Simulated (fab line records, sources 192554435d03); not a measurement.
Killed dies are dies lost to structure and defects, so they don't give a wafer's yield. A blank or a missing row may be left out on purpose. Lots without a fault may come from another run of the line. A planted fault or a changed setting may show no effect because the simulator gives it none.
Split-lot experiment | flow n5_finfet | 7 lots, 21 wafers read, on a route of 1938 steps

THE SPLIT
At N5_BEOL_M14_EXPOSE_25 (exposes mask M14, target cd 280 nm), the setting dose_mj was moved away from the recipe's 26.6 on 5 of the 21 wafers read, by -5.6% to +7.0%. The other wafers ran this setting at the recipe's value.

FROM THE SPLIT TO THE READING: what the file shows between them, 3 steps
- N5_BEOL_M14_PEB_26: peb time 90 s
- N5_BEOL_M14_DEVELOP_27: develop time 45 s
- N5_BEOL_M14_HARDBAKE_32: time 120 s

THE READING
cd_nm, in nm, at N5_BEOL_M14_CD_MEAS_28 (target cd 284.4 nm). Fault-free wafers of this fab line usually give 284.5 nm, standard deviation 1.4 nm.

wafer  | tool, chamber at the split | dose_mj as run | against the recipe | cd_nm, nm | against lot-mates on the recipe
L075.1 | krf_scanner-01, 0          | 25.12          | -5.6%              | 276.3     | -6.5
L075.4 | krf_scanner-01, 0          | 25.12          | -5.6%              | 275.8     | -7.0
L075.5 | krf_scanner-01, 0          | 26.6           | recipe             | 282.8     | -
L079.4 | krf_scanner-02, 0          | 26.6           | recipe             | 283.4     | -
L079.5 | krf_scanner-02, 0          | 26.6           | recipe             | 284.5     | -
L079.6 | krf_scanner-02, 0          | 27.15          | +2.1%              | 289.6     | +5.7
L085.2 | krf_scanner-01, 0          | 26.04          | -2.1%              | 281.7     | -5.0
L085.3 | krf_scanner-01, 0          | 26.6           | recipe             | 286.3     | -
L085.6 | krf_scanner-01, 0          | 26.6           | recipe             | 287.1     | -
L092.2 | krf_scanner-01, 0          | 26.6           | recipe             | 287.7     | -
L092.3 | krf_scanner-01, 0          | 26.6           | recipe             | 287.4     | -
L092.4 | krf_scanner-01, 0          | 26.6           | recipe             | 286.0     | -
L093.4 | krf_scanner-01, 0          | 26.6           | recipe             | 283.8     | -
L093.5 | krf_scanner-01, 0          | 28.45          | +7.0%              | 293.9     | +9.5
L093.6 | krf_scanner-01, 0          | 26.6           | recipe             | 284.9     | -
L095.1 | krf_scanner-01, 0          | 26.6           | recipe             | 282.2     | -
L095.4 | krf_scanner-01, 0          | 26.6           | recipe             | 283.4     | -
L095.5 | krf_scanner-01, 0          | 26.6           | recipe             | 285.4     | -
L097.2 | krf_scanner-01, 0          | 26.6           | recipe             | 286.4     | -
L097.3 | krf_scanner-01, 0          | 26.6           | recipe             | 286.2     | -
L097.5 | krf_scanner-01, 0          | 26.6           | recipe             | 286.3     | -

THE FIT
A straight line over all 21 wafers: cd_nm changes by +1.5 nm for each +1% of dose_mj; r = +0.92; the points scatter about the line by 1.6 nm.
The same after taking each lot's own level away (the mean of its wafers on the recipe; 21 wafers): +1.38 nm for each +1%; r = +0.95; scatter 1.1 nm.
On that fit, the largest move of dose_mj shifts the reading by 9.6 nm.
The lots' own levels span 282.80 to 287.03 nm, that is 3.0 times the standard deviation above.
So the lot-to-lot level changes the slope little: the two slopes agree.
Check: with one of the wafers moved furthest among these (+7.0%) left out of the fit, the line predicts +9.88 nm for it against its lot-mates. It came out at +9.55 nm against them.

OTHER SPLITS ON THESE WAFERS
These wafers also went through other splits before the reading. Each is held against what the fit with the lots' levels taken away leaves over:
other split on the same wafers | wafers away from the commonest value | r with cd_nm (lot level and that fit taken away)
N5_BEOL_M12_SPUTTER_43 time_s  | 7                                    | -0.02
N5_BEOL_M13_ETCH_59 time_s     | 6                                    | -0.20
N5_BEOL_M13_EXPOSE_25 dose_mj  | 9                                    | -0.09

THE WHOLE CHAIN: every reading that the file lists as answering this split, in the file's order
step                   | what it does             | reading                                                         | change (the file's fit)              | r (the file's)
N5_BEOL_M14_CD_MEAS_28 | target cd 284.4 nm       | cd_nm                                                           | +1.44 nm for each +1% of the setting | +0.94
N5_BEOL_M14_DESCUM_33  | chemistry O2, time 7.9 s | BEOL_M14.cd_nm (the simulator's own value, which no gauge read) | +1.47 nm for each +1% of the setting | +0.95

THE FILE'S OWN FIT
cd_nm changes by +1.44 nm for each +1% of dose_mj, r = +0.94.
